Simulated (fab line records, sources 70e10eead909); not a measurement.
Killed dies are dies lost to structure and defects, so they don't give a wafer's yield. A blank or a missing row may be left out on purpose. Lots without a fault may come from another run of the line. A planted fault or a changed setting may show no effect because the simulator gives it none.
fab line records | flow nand_harc
record lots=19 wafers=57 last_day=33
route steps=1302 shown A_CONTACT@1079 A_BLC@1122
lots that met no fault: from a run of the same line without faults
start_h: hours from the record's first day to the start of the lot's first wafer shown | wait_h: hours since the lot's step before | " the same as in the row above | L1.1+2: a row that stands for several wafers | - no value, or no start given | * or withheld: withheld | < > ~ a bound
route shown NAME@n: a module of which the file shows steps, and the number in the route of the first | usual: mean/standard deviation of fault-free wafers | same: alike in all rows | chamber/n: place in a boat | sites: the reading at each site | _std_site: their standard deviation | _edge_site: outer sites' mean less inner sites' | radius_mm: how far each site lies from the wafer's centre | mask NAME#n: copy n | behind: the tool/chamber that last shaped the wafer | hold: why the lot was held/for how many hours/how that ended | device: the transistor (n, p or np) that didn't switch | end of line: the same wafers' tests at the end of the route | a step without rows: its recipe alone | killed: dies lost to structure and defects at the first sort, not the wafer's yield | map: a wafer's dies, x killed, . not, _ none there
set.NAME: the setting as run; set.NAME@STEP: as run at that earlier step | model.NAME: the simulator's own value behind a step, which no gauge read
steps of the route over a sample of lots; a table a step, a row a wafer
services: from which hour (start_h, from the record's first day; less than 0 if before it) a tool's chamber was out of use, for how many hours, and why
## steps
# step NHARC_A_CONTACT_OVL_MEAS_09
# usual overlay_x_nm=-0.4/0.76 overlay_y_nm=-0.1/1
# columns lot.wafer tool chamber start_h wait_h overlay_x_nm overlay_y_nm
L076.1 overlay-01 - 521.28 - -0.2 0.4
L076.2 " - " " -0.5 0.5
L076.5 " - " " -0.3 0.8
L075.1 overlay-02 - 523.91 - -0.5 -1.2
L075.5 " - " " -1.1 -0.6
L075.6 " - " " -1.3 -0.7
L078.1 overlay-02 - 533.55 - -1.8 1.6
L078.3 " - " " -1.9 1.0
L078.6 " - " " -1.8 1.2
L077.1 overlay-02 - 540.72 - -0.5 -0.6
L077.4 " - " " -0.1 -0.4
L077.6 " - " " -0.5 -0.4
L079.1 overlay-02 - 542.36 - 0.0 -0.3
L079.3 " - " " 0.1 -0.1
L079.5 " - " " -0.5 0.2
L081.1 overlay-02 - 555.24 - -0.8 0.4
L081.3 " - " " -0.3 0.6
L081.5 " - " " -0.5 0.7
L080.2 overlay-02 - 560.89 - -0.1 -0.9
L080.3 " - " " 0.2 -0.9
L080.6 " - " " 0.0 -0.6
L083.1 overlay-01 - 583.50 - -0.4 0.8
L083.2 " - " " -0.5 0.7
L083.4 " - " " 0.2 1.0
L082.2 overlay-01 - 588.46 - -1.2 0.6
L082.4 " - " " -0.9 0.8
L082.5 " - " " -0.7 0.3
L085.3 overlay-02 - 606.01 - 0.1 0.7
L085.5 " - " " -0.5 0.2
L085.6 " - " " -0.6 0.7
L084.2 overlay-02 - 606.39 - -2.0 1.5
L084.5 " - " " -1.6 1.2
L084.6 " - " " -2.2 0.8
L087.1 overlay-02 - 636.25 - 0.3 -1.3
L087.5 " - " " -0.8 -1.6
L087.6 " - " " -0.2 -1.0
L088.3 overlay-02 - 654.32 - -1.5 -1.7
L088.5 " - " " -1.1 -1.9
L088.6 " - " " -0.9 -1.9
L091.1 overlay-01 - 658.06 - -0.4 -0.7
L091.3 " - " " -0.2 -1.0
L091.5 " - " " -0.2 -0.7
L090.1 overlay-02 - 659.78 - -0.1 1.3
L090.2 " - " " -0.7 1.2
L090.6 " - " " -1.5 1.3
L089.1 overlay-01 - 663.46 - 0.1 0.9
L089.3 " - " " 0.1 0.7
L089.5 " - " " 1.0 1.0
L095.1 overlay-01 - 706.98 - -0.9 -0.2
L095.3 " - " " -1.1 -0.5
L095.6 " - " " -0.9 -0.6
L094.2 overlay-02 - 712.11 - -0.2 -1.3
L094.4 " - " " -0.5 -1.3
L094.5 " - " " -0.3 -1.3
L096.1 overlay-01 - 724.87 - 0.8 -1.8
L096.2 " - " " 0.2 -2.2
L096.3 " - " " -0.1 -2.0
# step NHARC_A_CONTACT_ETCH_89
# recipe target_depth_a=2600 over_etch_frac=0.3 time_s=475.3 ion_energy_ev=200 n2_flow_sccm=150 h2_flow_sccm=150 ar_flow_sccm=0 rf_w=400 bias_w=150 chemistry=N2/H2
# usual bias_w=150.1/0.44 chamber_pressure_mTorr=29.999/0.03 drypump_motor_current_A=5.70/0.22 oes_product_au=1.001/0.011 rf_vpp_V=430/3 showerhead_plenum_p_Torr=2.01/0.11 throttle_valve_pct=14.172/0.0098
# columns lot.wafer tool chamber start_h wait_h bias_w chamber_pressure_mTorr drypump_motor_current_A oes_product_au rf_hours_counter_h rf_vpp_V showerhead_plenum_p_Torr throttle_valve_pct
L076.1 rie_diel-05 0 - - 149.7 30.010 5.52 1.000 16 430 2.03 14.171
L076.2 " 1 " " 149.4 30.016 5.43 0.985 17 432 2.11 14.176
L076.5 " 0 " " 150.0 30.009 5.49 1.001 - 430 2.03 14.163
L075.1 rie_diel-08 2 - - 149.7 29.988 5.83 0.998 48 427 1.92 14.179
L075.6 " 0 " " 150.4 29.966 5.75 0.989 - 427 1.88 14.182
L075.5 " 1 " " 149.8 29.950 5.51 1.014 - 434 2.18 14.191
L078.1 rie_diel-01 1 - - 150.1 30.037 6.09 1.006 58 430 1.98 14.175
L078.3 " 2 " " 149.9 30.050 6.13 1.007 48 427 1.93 14.170
L078.6 " 1 " " 149.6 29.999 6.10 1.022 - 430 1.99 14.157
L077.4 rie_diel-05 3 - - 150.3 29.987 5.66 0.996 17 427 1.92 14.189
L077.1 " 0 " " 150.1 29.993 5.51 1.006 19 432 2.03 14.175
L077.6 " 0 " " 150.7 30.013 5.53 1.005 - 432 2.03 14.168
L079.3 rie_diel-08 2 - - 149.9 29.997 5.86 1.018 55 428 1.92 14.178
L079.1 " 3 " " 150.0 29.994 5.95 1.003 51 428 1.97 14.184
L079.5 " 2 " " 149.9 29.955 5.87 0.999 - 426 1.92 14.169
L081.3 rie_diel-05 0 - - 150.7 30.041 5.49 0.997 21 429 2.03 14.180
L081.1 " 2 " " 150.7 29.946 5.73 1.002 19 426 1.88 14.161
L081.5 " 1 " " 150.5 30.010 5.44 0.992 - 433 2.11 14.164
L080.2 rie_diel-05 1 - - 149.8 29.980 5.44 0.996 22 432 2.11 14.167
L080.3 " 2 " " 149.4 30.020 5.71 1.009 20 426 1.88 14.170
L080.6 " 0 " " 150.3 29.982 5.51 0.998 - 431 2.03 14.181
L083.2 rie_diel-05 3 - - 151.0 29.970 5.66 0.999 23 428 1.92 14.173
L083.4 " 0 " " 150.0 30.042 5.49 1.003 24 429 2.03 14.177
L083.1 " 1 " " 149.1 29.999 5.43 0.991 23 431 2.11 14.180
L082.2 rie_diel-01 2 - - 150.1 30.034 6.12 0.999 11 427 1.92 14.171
L082.4 " 0 " " 150.3 29.988 5.49 1.003 8 429 1.97 14.193
L082.5 " 1 " " 149.5 30.015 6.08 1.008 - 428 1.98 14.167
L085.3 rie_diel-05 3 - - 150.3 29.978 5.68 1.001 1 426 1.91 14.172
L085.6 " 2 " " 150.6 29.988 5.71 1.021 - 437 2.22 14.171
L085.5 " 3 " " 150.2 30.026 5.69 1.009 - 426 1.91 14.175
L084.2 rie_diel-01 1 - - 149.4 29.955 6.08 1.003 21 428 1.97 14.184
L084.6 " 3 " " 150.6 29.973 5.69 0.987 - 428 1.94 14.175
L084.5 " 0 " " 150.1 30.036 5.47 1.009 - 429 1.97 14.182
L087.1 rie_diel-05 1 - - 150.0 29.985 5.44 1.014 5 432 2.11 14.175
L087.6 " 2 " " 151.1 29.983 5.70 1.038 - 436 2.22 14.188
L087.5 " 3 " " 150.2 29.979 5.63 1.011 - 427 1.91 14.155
L088.3 rie_diel-08 0 - - 149.9 29.985 5.75 1.001 30 436 2.21 14.156
L088.6 " 1 " " 149.7 29.984 5.51 1.005 - 433 2.16 14.170
L088.5 " 2 " " 150.4 30.024 5.84 1.001 - 426 1.90 14.187
L091.3 rie_diel-05 2 - - 149.2 29.973 5.73 1.014 13 434 2.21 14.162
L091.1 " 3 " " 150.8 29.992 5.64 1.011 10 426 1.91 14.178
L091.5 " 1 " " 150.3 30.027 5.43 1.002 - 432 2.10 14.169
L090.1 rie_diel-05 3 - - 149.6 29.998 5.67 1.006 11 428 1.91 14.171
L090.2 " 2 " " 150.1 29.953 5.71 1.013 13 435 2.21 14.173
L090.6 " 0 " " 150.2 29.995 5.47 0.990 - 430 2.02 14.171
L089.1 rie_diel-08 3 - - 150.2 29.999 5.93 0.992 29 429 1.96 14.167
L089.3 " 0 " " 150.4 30.006 5.76 1.002 31 434 2.21 14.166
L089.5 " 3 " " 149.9 29.946 5.91 0.999 - 428 1.96 14.165
L095.1 rie_diel-01 1 - - 150.3 29.994 6.08 1.004 51 430 1.96 14.173
L095.3 " 3 " " 150.6 30.060 5.67 0.990 48 426 1.93 14.148
L095.6 " 1 " " 150.2 30.002 6.07 0.999 - 428 1.96 14.166
L094.4 rie_diel-01 0 - - 149.9 29.961 5.43 0.997 52 428 1.96 14.173
L094.2 " 2 " " 150.0 29.942 6.10 0.987 58 429 1.91 14.175
L094.5 " 3 " " 149.4 29.941 5.63 0.993 - 429 1.93 14.189
L096.2 rie_diel-05 2 - - 149.8 29.968 5.72 0.997 23 436 2.21 14.181
L096.1 " 0 " " 150.6 30.042 5.50 0.996 22 430 2.02 14.168
L096.3 " 1 " " 150.3 30.022 5.43 0.992 20 433 2.10 14.159
# step NHARC_A_CONTACT_ETCH_31
# recipe target_depth_a=28000 over_etch_frac=0.3 time_s=728 ion_energy_ev=150 o2_flow_sccm=400 cos_flow_sccm=20 ar_flow_sccm=0 rf_w=500 bias_w=300 chemistry=O2/COS
# usual bias_w=300.0/0.89 chamber_pressure_mTorr=19.999/0.019 drypump_motor_current_A=5.72/0.22 oes_product_au=0.999/0.01 rf_vpp_V=313.2/2.2 showerhead_plenum_p_Torr=3.06/0.14 throttle_valve_pct=28.330/0.01
# columns lot.wafer tool chamber start_h wait_h bias_w chamber_pressure_mTorr drypump_motor_current_A oes_product_au rf_hours_counter_h rf_vpp_V showerhead_plenum_p_Torr throttle_valve_pct
L076.1 rie_diel-05 2 - - 299.5 19.982 5.74 1.001 15 312.0 2.89 28.320
L076.2 " 1 " " 299.3 20.011 5.44 0.980 17 316.3 3.22 28.323
L076.5 " 2 " " 300.2 19.981 5.73 1.012 - 311.3 2.89 28.341
L075.1 rie_diel-08 1 - - 300.0 20.005 5.50 1.016 50 316.1 3.31 28.325
L075.5 " 2 " " 299.3 19.995 5.87 0.999 - 311.3 2.95 28.341
L075.6 " 3 " " 299.2 20.014 5.93 0.987 - 313.9 3.03 28.328
L078.3 rie_diel-01 0 - - 300.1 20.036 5.49 0.998 59 312.3 3.03 28.337
L078.1 " 2 " " 299.5 20.030 6.11 1.013 49 312.1 2.97 28.346
L078.6 " 1 " " 298.6 20.007 6.10 1.009 - 312.4 3.05 28.316
L077.4 rie_diel-05 2 - - 299.5 20.028 5.70 0.997 18 310.8 2.89 28.334
L077.1 " 3 " " 298.1 20.005 5.66 0.999 17 311.7 2.95 28.326
L077.6 " 1 " " 300.2 20.002 5.45 0.986 - 315.9 3.22 28.319
L079.1 rie_diel-08 3 - - 300.8 20.002 5.95 0.996 51 311.6 3.03 28.348
L079.3 " 1 " " 299.5 19.989 5.52 1.028 56 317.2 3.31 28.319
L079.5 " 3 " " 300.6 20.022 5.95 1.004 - 313.1 3.03 28.341
L081.1 rie_diel-05 2 - - 299.7 19.991 5.73 1.005 20 311.3 2.89 28.332
L081.3 " 1 " " 299.4 20.015 5.44 0.989 21 315.6 3.22 28.316
L081.5 " 3 " " 301.1 20.002 5.68 0.989 - 311.9 2.95 28.314
L080.3 rie_diel-05 0 - - 299.9 19.994 5.53 0.987 22 313.4 3.11 28.325
L080.2 " 1 " " 300.4 20.021 5.42 0.984 22 317.7 3.22 28.339
L080.6 " 0 " " 298.7 19.986 5.49 0.991 - 314.3 3.11 28.314
L083.2 rie_diel-01 2 584.54 - 300.1 20.001 6.11 0.995 10 312.1 2.96 28.313
L083.4 " 3 " " 300.5 19.964 5.68 0.983 7 311.3 2.98 28.344
L083.1 " 1 " " 299.5 20.007 6.09 1.002 10 316.1 3.04 28.319
L082.2 rie_diel-01 0 - - 299.8 20.003 5.48 0.998 9 313.5 3.02 28.330
L082.4 " 1 " " 300.0 20.004 6.10 1.002 13 313.4 3.03 28.337
L082.5 " 1 " " 300.2 20.007 6.11 1.003 - 312.1 3.03 28.308
L085.3 rie_diel-05 0 - - 300.1 19.974 5.49 0.993 2 315.4 3.10 28.336
L085.6 " 2 " " 299.2 19.969 5.70 1.013 - 317.8 3.37 28.334
L085.5 " 3 " " 299.4 19.993 5.63 0.990 - 311.2 2.95 28.326
L084.2 rie_diel-01 0 - - 301.7 20.016 5.50 1.003 15 312.7 3.02 28.327
L084.5 " 0 " " 302.1 19.990 5.51 0.990 - 312.4 3.02 28.339
L084.6 " 1 " " 299.2 20.013 6.09 1.002 - 313.2 3.03 28.341
L087.1 rie_diel-05 1 - - 298.9 19.996 5.45 1.007 5 315.3 3.22 28.313
L087.6 " 2 " " 300.1 19.977 5.67 1.012 - 316.6 3.37 28.320
L087.5 " 3 " " 300.5 19.993 5.69 0.991 - 311.4 2.94 28.338
L088.3 rie_diel-08 2 - - 298.7 20.006 5.85 0.991 29 311.4 2.93 28.348
L088.5 " 3 " " 300.8 20.012 5.95 1.000 - 313.3 3.01 28.325
L088.6 " 0 " " 300.2 19.970 5.74 0.991 - 317.5 3.36 28.331
L091.1 rie_diel-05 0 - - 299.3 20.025 5.48 0.995 12 314.0 3.10 28.359
L091.3 " 1 " " 298.4 19.997 5.44 1.002 10 314.7 3.21 28.339
L091.5 " 0 " " 299.7 20.013 5.48 0.988 - 313.3 3.10 28.321
L090.1 rie_diel-05 0 - - 299.7 20.022 5.50 1.006 13 314.1 3.10 28.323
L090.2 " 1 " " 300.5 19.982 5.43 0.999 11 315.0 3.21 28.331
L090.6 " 0 " " 299.0 20.008 5.53 1.002 - 313.1 3.10 28.319
L089.3 rie_diel-08 2 - - 299.4 20.003 5.85 0.992 30 312.0 2.93 28.332
L089.1 " 1 " " 298.1 20.035 5.47 1.017 32 316.1 3.29 28.336
L089.5 " 2 " " 299.6 19.963 5.84 0.992 - 312.6 2.93 28.355
L095.1 rie_diel-01 1 - - 301.0 20.002 6.11 0.999 51 312.3 3.02 28.330
L095.3 " 2 " " 299.4 19.974 6.11 0.998 56 312.1 2.93 28.327
L095.6 " 0 " " 301.3 19.989 5.49 1.001 - 312.3 3.00 28.330
L094.2 rie_diel-01 3 - - 300.1 19.981 5.68 0.993 50 312.4 2.96 28.339
L094.4 " 1 " " 299.0 20.020 6.10 0.997 52 311.7 3.02 28.335
L094.5 " 2 " " 299.9 19.997 6.09 0.997 - 311.7 2.93 28.339
L096.3 rie_diel-05 2 - - 300.8 20.011 5.73 1.019 23 318.7 3.36 28.342
L096.2 " 3 " " 300.2 19.931 5.68 0.988 20 311.4 2.94 28.321
L096.1 " 0 " " 300.8 19.992 5.53 1.015 22 314.4 3.09 28.329
# step NHARC_A_CONTACT_ETCH_92
# recipe target_depth_a=400 over_etch_frac=0.5 time_s=85.7 ion_energy_ev=120 ch3f_flow_sccm=50 o2_flow_sccm=30 ar_flow_sccm=200 rf_w=500 bias_w=100 chemistry=CH3F/O2
# usual bias_w=100.0/0.32 chamber_pressure_mTorr=25.001/0.022 drypump_motor_current_A=5.70/0.21 oes_product_au=0.933/0.023 rf_vpp_V=244.0/2 showerhead_plenum_p_Torr=2.44/0.13 throttle_valve_pct=20.664/0.0098
# columns lot.wafer tool chamber start_h wait_h bias_w chamber_pressure_mTorr drypump_motor_current_A oes_product_au rf_hours_counter_h rf_vpp_V showerhead_plenum_p_Torr throttle_valve_pct
L076.2 rie_diel-05 0 524.39 0.5 99.9 24.987 5.49 0.933 16 245.9 2.45 20.661
L076.1 " 1 " " 99.9 24.983 5.43 0.911 17 246.0 2.54 20.661
L076.5 " 3 " " 100.2 24.963 5.65 0.920 - 241.4 2.32 20.664
L075.1 rie_diel-01 3 526.98 0.5 100.2 25.032 5.63 1.013 49 244.5 2.35 20.659
L075.5 " 3 " " 100.4 25.004 5.66 1.008 - 243.5 2.35 20.663
L075.6 " 0 " " 99.5 24.979 5.46 0.986 - 243.8 2.39 20.670
L078.1 rie_diel-01 2 536.64 0.5 100.1 25.032 6.09 0.931 49 242.0 2.33 20.666
L078.3 " 0 " " 100.1 24.987 5.47 0.915 60 243.5 2.39 20.685
L078.6 " 1 " " 99.9 24.961 6.06 0.926 - 242.6 2.40 20.661
L077.1 rie_diel-05 0 543.83 0.5 99.8 25.018 5.50 0.939 20 243.3 2.45 20.654
L077.4 " 1 " " 100.1 24.943 5.45 0.906 20 245.8 2.54 20.667
L077.6 " 2 " " 100.2 24.989 5.72 0.927 - 241.2 2.27 20.676
L079.1 rie_diel-05 1 545.45 0.5 100.3 25.001 5.45 0.921 20 246.2 2.54 20.670
L079.3 " 2 " " 99.6 24.990 5.73 0.926 18 241.3 2.27 20.682
L079.5 " 0 " " 99.7 24.958 5.53 0.918 - 244.1 2.45 20.677
L081.1 rie_diel-05 2 558.31 0.5 99.8 25.012 5.69 0.925 20 241.1 2.27 20.639
L081.3 " 3 " " 99.3 24.965 5.67 0.932 20 242.2 2.32 20.658
L081.5 " 2 " " 99.5 24.971 5.71 0.934 - 241.5 2.27 20.647
L080.2 rie_diel-05 2 563.99 0.5 99.6 24.994 5.70 0.936 21 241.2 2.27 20.659
L080.3 " 3 " " 100.2 24.990 5.67 0.923 21 243.6 2.32 20.667
L080.6 " 1 " " 99.3 25.006 5.42 0.914 - 246.6 2.54 20.662
L083.1 rie_diel-01 1 586.92 0.5 100.7 25.017 6.09 0.935 10 243.0 2.39 20.657
L083.2 " 2 " " 100.2 25.012 6.11 0.918 11 242.3 2.33 20.677
L083.4 " 3 " " 100.2 25.000 5.67 0.915 8 243.7 2.35 20.668
L082.4 rie_diel-08 1 593.01 0.4 100.2 25.027 5.49 0.937 13 246.4 2.60 20.669
L082.2 " 3 " " 100.0 24.984 5.91 0.918 12 242.2 2.38 20.661
L082.5 " 2 " " 100.3 25.000 5.84 0.921 - 241.7 2.31 20.671
L084.2 rie_diel-01 3 609.54 0.5 100.4 25.010 5.66 0.918 15 244.5 2.34 20.648
L084.5 " 1 " " 99.7 25.019 6.07 0.936 - 243.6 2.38 20.657
L084.6 " 2 " " 100.0 25.007 6.12 0.921 - 243.0 2.32 20.657
L085.3 rie_diel-05 0 609.75 0.5 99.9 24.996 5.51 0.923 2 242.4 2.44 20.673
L085.6 " 3 " " 99.7 24.977 5.65 0.936 - 242.8 2.32 20.646
L085.5 " 0 " " 99.9 24.967 5.49 0.926 - 244.2 2.44 20.675
L087.1 rie_diel-08 3 639.93 0.7 100.0 25.025 5.91 0.928 26 244.0 2.37 20.654
L087.5 " 0 " " 100.4 25.021 5.73 0.926 - 247.6 2.65 20.669
L087.6 " 1 " " 100.0 25.003 5.51 0.929 - 245.2 2.60 20.658
L088.3 rie_diel-01 3 657.41 0.4 100.0 24.956 5.65 0.911 34 244.7 2.34 20.685
L088.5 " 2 " " 100.0 25.012 6.08 0.917 - 241.3 2.31 20.690
L088.6 " 3 " " 100.0 24.994 5.64 0.921 - 240.7 2.34 20.653
L091.1 rie_diel-08 0 661.12 0.5 100.4 24.987 5.74 0.923 31 246.8 2.65 20.677
L091.3 " 3 " " 99.9 25.011 5.93 0.914 29 244.1 2.37 20.678
L091.5 " 1 " " 99.5 25.042 5.49 0.932 - 246.2 2.60 20.664
L090.1 rie_diel-08 2 662.88 0.5 100.7 24.999 5.88 0.916 30 242.8 2.31 20.670
L090.2 " 3 " " 99.9 25.028 5.93 0.920 29 242.7 2.37 20.653
L090.6 " 1 " " 99.6 24.987 5.51 0.927 - 246.2 2.60 20.661
L089.3 rie_diel-05 1 666.51 0.4 100.0 24.990 5.46 0.919 12 245.3 2.53 20.671
L089.1 " 2 " " 100.4 24.963 5.72 0.940 15 248.7 2.65 20.668
L089.5 " 2 " " 99.6 24.994 5.71 0.950 - 246.3 2.65 20.663
L095.3 rie_diel-08 3 710.09 0.4 99.7 24.975 5.95 0.918 43 244.5 2.36 20.668
L095.1 " 0 " " 99.9 24.995 5.77 0.923 43 247.2 2.64 20.653
L095.6 " 1 " " 100.1 25.012 5.48 0.922 - 245.7 2.59 20.674
L094.2 rie_diel-08 2 715.22 0.5 100.1 24.999 5.87 0.990 45 241.6 2.30 20.671
L094.4 " 1 " " 100.0 25.017 5.50 1.008 - 245.9 2.59 20.659
L094.5 " 2 " " 99.8 25.012 5.88 0.993 - 240.8 2.30 20.670
L096.2 rie_diel-05 3 727.94 0.5 99.9 24.987 5.65 0.925 21 242.3 2.31 20.673
L096.3 " 0 " " 100.0 24.993 5.54 0.924 22 243.7 2.44 20.663
L096.1 " 2 " " 99.6 24.989 5.70 0.935 23 245.7 2.65 20.659
# step NHARC_A_CONTACT_CD_MEAS_15
# usual cd_nm=189.8/0.64
# columns lot.wafer tool chamber start_h wait_h cd_nm
L076.1 cd_sem-01 - 524.63 - 190.0
L076.2 " - " " 190.4
L076.5 " - " " 189.5
L075.1 cd_sem-02 - 527.21 - 189.7
L075.5 " - " " 189.7
L075.6 " - " " 189.6
L078.1 cd_sem-01 - 536.84 - 189.6
L078.3 " - " " 190.1
L078.6 " - " " 189.9
L077.1 cd_sem-01 - 544.02 - 189.5
L077.4 " - " " 189.6
L077.6 " - " " 189.9
L079.1 cd_sem-03 - 545.65 - 190.1
L079.3 " - " " 189.7
L079.5 " - " " 190.0
L081.1 cd_sem-02 - 558.53 - 188.1
L081.3 " - " " 188.9
L081.5 " - " " 188.1
L080.2 cd_sem-02 - 564.18 - 188.4
L080.3 " - " " 188.3
L080.6 " - " " 188.8
L083.1 cd_sem-02 - 587.13 - 189.1
L083.2 " - " " 189.2
L083.4 " - " " 189.9
L082.2 cd_sem-03 - 593.34 - 190.6
L082.4 " - " " 190.1
L082.5 " - " " 189.8
L084.2 cd_sem-03 - 609.76 - 190.3
L084.5 " - " " 190.9
L084.6 " - " " 189.7
L085.3 cd_sem-03 - 609.97 - 190.9
L085.5 " - " " 190.1
L085.6 " - " " 190.2
L087.1 cd_sem-02 - 640.12 - 189.8
L087.5 " - " " 189.4
L087.6 " - " " 189.1
L088.3 cd_sem-02 - 657.62 - 190.1
L088.5 " - " " 190.4
L088.6 " - " " 190.0
L091.1 cd_sem-01 - 661.34 - 190.7
L091.3 " - " " 191.2
L091.5 " - " " 191.1
L090.1 cd_sem-03 - 663.08 - 190.5
L090.2 " - " " 191.6
L090.6 " - " " 190.6
L089.1 cd_sem-02 - 666.73 - 189.3
L089.3 " - " " 189.2
L089.5 " - " " 189.6
L095.1 cd_sem-03 - 710.28 - 190.0
L095.3 " - " " 190.3
L095.6 " - " " 190.6
L094.2 cd_sem-03 - 715.44 - 189.8
L094.4 " - " " 189.5
L094.5 " - " " 189.4
L096.1 cd_sem-01 - 728.15 - 189.6
L096.2 " - " " 188.8
L096.3 " - " " 189.7
# step NHARC_A_BLC_ETCH_17
# recipe target_depth_a=3900 over_etch_frac=0.25 time_s=609.38 ion_energy_ev=200 n2_flow_sccm=150 h2_flow_sccm=150 ar_flow_sccm=0 rf_w=400 bias_w=150 chemistry=N2/H2
# usual bias_w=150.0/0.41 chamber_pressure_mTorr=30.006/0.029 drypump_motor_current_A=5.6/0.56 oes_product_au=1.001/0.011 rf_vpp_V=429.7/3 showerhead_plenum_p_Torr=2.01/0.11 throttle_valve_pct=14.171/0.0092
# columns lot.wafer tool chamber start_h wait_h bias_w chamber_pressure_mTorr drypump_motor_current_A oes_product_au rf_hours_counter_h rf_vpp_V showerhead_plenum_p_Torr throttle_valve_pct
L076.1 rie_diel-09 2 - - 150.2 30.034 6.3 1.007 2 433.3 2.14 14.176
L076.2 " 1 " " 149.1 29.983 4.7 1.011 2 426.0 1.89 14.182
L076.5 " 2 " " 150.2 29.996 6.3 1.006 - 433.3 2.14 14.176
L075.1 rie_diel-13 0 - - 149.1 29.980 5.8 1.013 0 427.5 1.91 14.167
L075.5 " 2 " " 150.4 29.988 5.3 1.009 - 431.2 2.05 14.161
L075.6 " 3 " " 150.2 29.992 5.4 1.009 - 432.4 2.10 14.176
L078.3 rie_diel-09 1 - - 149.8 30.021 4.7 1.003 2 426.6 1.89 14.175
L078.1 " 2 " " 149.7 30.021 6.3 1.006 3 433.7 2.14 14.178
L078.6 " 0 " " 150.7 30.026 5.7 1.004 - 432.8 2.14 14.165
L077.1 rie_diel-09 1 - - 150.6 30.015 4.7 1.009 3 426.0 1.89 14.185
L077.4 " 2 " " 149.2 29.989 6.3 1.000 4 433.1 2.14 14.169
L077.6 " 2 " " 149.5 29.974 6.3 0.999 - 431.5 2.14 14.156
L079.1 rie_diel-09 0 - - 149.6 29.997 5.7 1.009 3 431.9 2.14 14.199
L079.3 " 1 " " 150.7 30.006 4.7 1.016 3 426.5 1.89 14.181
L079.5 " 0 " " 150.5 29.993 5.7 1.005 - 433.5 2.14 14.180
L081.3 rie_diel-09 3 - - 150.3 30.074 5.0 0.996 5 427.9 1.90 14.164
L081.1 " 2 " " 150.2 29.992 6.3 1.005 5 432.9 2.13 14.181
L081.5 " 3 " " 149.8 30.041 5.1 0.991 - 427.4 1.90 14.173
L080.3 rie_diel-13 3 - - 150.7 29.989 5.4 1.007 3 431.7 2.10 14.160
L080.2 " 2 " " 150.2 29.970 5.3 0.996 3 431.1 2.05 14.170
L080.6 " 3 " " 149.5 30.040 5.4 1.006 - 431.7 2.10 14.173
L083.2 rie_diel-10 3 - - 149.6 30.060 6.0 1.004 50 431.0 2.02 14.180
L083.1 " 0 " " 150.7 30.030 5.8 1.001 48 428.5 1.99 14.178
L083.4 " 2 " " 150.9 30.029 5.2 0.993 55 430.0 2.03 14.165
L082.4 rie_diel-13 0 - - 150.1 30.060 5.8 1.003 6 427.7 1.90 14.167
L082.2 " 1 " " 150.6 29.983 6.5 1.018 6 425.9 1.92 14.176
L082.5 " 3 " " 150.9 29.972 5.4 1.002 - 432.3 2.10 14.184
L084.2 rie_diel-09 0 - - 149.8 30.017 5.7 0.981 7 433.0 2.14 14.161
L084.5 " 1 " " 149.8 30.036 4.7 0.988 - 427.2 1.89 14.183
L084.6 " 2 " " 149.5 30.037 6.3 1.003 - 432.6 2.13 14.169
L085.3 rie_diel-10 3 - - 149.7 30.003 6.0 1.009 1 429.8 2.02 14.181
L085.6 " 3 " " 149.5 30.013 6.0 1.005 - 429.7 2.02 14.173
L085.5 " 0 " " 149.3 30.008 5.8 0.982 - 429.0 1.99 14.166
L087.1 rie_diel-13 0 - - 150.3 30.005 5.8 1.006 9 426.6 1.90 14.174
L087.6 " 1 " " 149.7 29.967 6.5 1.022 - 426.8 1.92 14.179
L087.5 " 2 " " 150.5 30.018 5.3 0.998 - 430.3 2.04 14.164
L088.3 rie_diel-10 2 - - 149.8 29.944 5.2 0.996 14 428.9 2.02 14.171
L088.6 " 1 " " 150.0 30.002 5.6 0.982 - 435.7 2.19 14.169
L088.5 " 2 " " 149.7 30.003 5.2 1.005 - 429.1 2.02 14.182
L091.1 rie_diel-09 2 - - 150.4 29.972 6.3 1.002 9 434.0 2.13 14.185
L091.3 " 3 " " 149.7 30.012 5.0 1.004 11 426.3 1.89 14.178
L091.5 " 2 " " 149.5 29.987 6.3 0.999 - 433.3 2.13 14.174
L090.1 rie_diel-13 3 - - 150.5 30.002 5.4 0.992 11 431.5 2.09 14.164
L090.2 " 0 " " 150.3 29.990 5.8 1.010 11 426.2 1.90 14.178
L090.6 " 2 " " 150.1 29.962 5.3 0.998 - 431.0 2.04 14.181
L089.1 rie_diel-09 2 - - 150.3 29.987 6.3 1.008 10 432.7 2.13 14.170
L089.3 " 0 " " 150.0 30.010 5.7 0.991 10 433.0 2.14 14.149
L089.5 " 2 " " 149.8 30.038 6.3 0.999 - 433.1 2.13 14.174
L095.3 rie_diel-09 3 - - 149.7 29.972 5.0 0.983 2 427.2 1.89 14.151
L095.1 " 0 " " 150.0 29.970 5.7 0.982 2 433.4 2.14 14.168
L095.6 " 2 " " 150.1 29.989 6.3 0.999 - 434.4 2.13 14.175
L094.4 rie_diel-09 1 - - 149.2 30.001 4.7 1.008 3 425.0 1.89 14.174
L094.2 " 3 " " 149.2 30.038 5.0 0.980 3 425.8 1.89 14.177
L094.5 " 0 " " 149.7 30.059 5.7 0.986 - 433.3 2.14 14.165
L096.1 rie_diel-09 2 - - 149.6 30.003 6.3 1.008 4 431.7 2.13 14.154
L096.3 " 3 " " 150.1 30.019 5.0 0.980 4 426.6 1.89 14.174
L096.2 " 1 " " 150.1 30.027 4.7 1.009 3 427.6 1.89 14.164
## services
# columns tool chamber start_h hours kind
rie_diel-05 0 514.18 - clean
rie_diel-05 1 514.18 - clean
rie_diel-05 2 514.18 - clean
rie_diel-13 - 519.21 9.0 pm
rie_diel-09 - 543.61 0.3 repair
rie_diel-08 - 549.95 9.0 pm
rie_diel-01 - 559.61 9.0 pm
rie_diel-08 3 561.34 3.8 repair
rie_diel-08 2 573.35 5.6 repair
rie_diel-09 2 580.55 15.0 repair
rie_diel-10 - 601.44 9.0 pm
rie_diel-09 0 632.13 6.3 repair
rie_diel-09 2 634.15 4.1 repair
rie_diel-01 1 638.78 4.6 repair
rie_diel-05 3 646.49 9.0 repair
rie_diel-13 3 653.03 5.3 repair
rie_diel-09 - 674.10 9.0 pm
rie_diel-01 3 676.45 2.4 repair
rie_diel-13 - 696.21 9.0 pm
rie_diel-08 3 711.05 8.7 repair
rie_diel-09 - 717.68 0.3 repair
rie_diel-01 0 724.39 9.6 repair
rie_diel-10 1 725.16 4.9 repair
rie_diel-08 - 726.95 9.0 pm
## key
fault none
